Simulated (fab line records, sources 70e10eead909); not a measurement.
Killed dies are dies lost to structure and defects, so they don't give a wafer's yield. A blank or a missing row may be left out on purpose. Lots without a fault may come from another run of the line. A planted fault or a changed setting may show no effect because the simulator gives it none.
Chamber matching | flow nand_harc | NHARC_P_M2_ETCH_35 on rie_diel-05: 4 sister chambers
The step etches the open film in N2/H2, target depth 40 nm, overetch 12 nm, time 43.94 s. 18 wafers are shown with their chamber, then 9 later ones without.

WAFERS WITH THEIR CHAMBER
wafer  | chamber | rf_vpp_V (V) | throttle_valve_pct (%) | chamber_pressure_mTorr (mTorr)
L076.1 | 0       | 434.5        | 14.166                 | 29.973
L076.5 | 1       | 427.8        | 14.164                 | 30.010
L076.6 | 0       | 433.8        | 14.176                 | 29.983
L081.2 | 2       | 429.8        | 14.183                 | 30.011
L081.3 | 0       | 434.8        | 14.166                 | 30.016
L081.4 | 1       | 427.5        | 14.171                 | 30.025
L086.1 | 1       | 426.4        | 14.176                 | 30.025
L086.4 | 3       | 429.7        | 14.168                 | 30.016
L086.5 | 2       | 431.3        | 14.179                 | 30.006
L087.1 | 0       | 434.5        | 14.172                 | 29.955
L087.2 | 2       | 430.9        | 14.181                 | 30.025
L087.3 | 1       | 427.3        | 14.186                 | 30.009
L089.1 | 1       | 426.5        | 14.169                 | 29.999
L089.3 | 0       | 433.5        | 14.169                 | 29.982
L089.5 | 0       | 435.0        | 14.165                 | 29.989
L091.1 | 0       | 433.0        | 14.171                 | 30.003
L091.2 | 1       | 426.1        | 14.185                 | 30.025
L091.6 | 1       | 428.6        | 14.184                 | 29.994

SIGNATURES (means of the wafers above)
reading                | chamber 0 | chamber 1 | chamber 2 | chamber 3 | scatter within a chamber
rf_vpp_V               | 434.157   | 427.171   | 430.667   | 429.700   | 0.811
throttle_valve_pct     | 14.16929  | 14.17643  | 14.18100  | 14.16800  | 0.00635
chamber_pressure_mTorr | 29.98586  | 30.01243  | 30.01400  | 30.01600  | 0.0159
Rule: a wafer's distance from a chamber is the root of the sum, over the readings, of the square of ((its reading less the chamber's mean) divided by the reading's scatter). The wafer belongs to the nearest chamber; if the next one is less than 2 further off, it can't be placed. The scatter: the root of (the sum of the squares of (reading less its chamber's mean) over the shown wafers, divided by (wafers less chambers)).

WAFERS WITHOUT THEIR CHAMBER
wafer  | rf_vpp_V (V) | throttle_valve_pct (%) | chamber_pressure_mTorr (mTorr)
L092.2 | 427.9        | 14.185                 | 30.043
L092.5 | 426.0        | 14.156                 | 30.012
L092.6 | 435.8        | 14.170                 | 29.963
L096.4 | 429.5        | 14.173                 | 29.995
L096.5 | 426.9        | 14.170                 | 29.969
L096.6 | 430.8        | 14.162                 | 30.024
L097.1 | 427.7        | 14.169                 | 29.958
L097.2 | 428.1        | 14.183                 | 30.008
L097.4 | 433.8        | 14.172                 | 30.004

WHICH CHAMBER EACH WENT THROUGH
wafer  | from the rows above          | in truth
L092.2 | can't be placed: 1 or 3 or 2 | 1
L092.5 | can't be placed: 1 or 3      | 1
L092.6 | 0                            | 0
L096.4 | can't be placed: 3 or 2 or 1 | 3
L096.5 | can't be placed: 1 or 3      | 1
L096.6 | can't be placed: 3 or 2      | 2
L097.1 | can't be placed: 1 or 3 or 2 | 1
L097.2 | can't be placed: 1 or 3 or 2 | 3
L097.4 | 0                            | 0
Placed correctly: 2 of 9. Can't be placed from these rows: 7 (the true chamber is among the candidates in 7). Placed wrongly: 0.
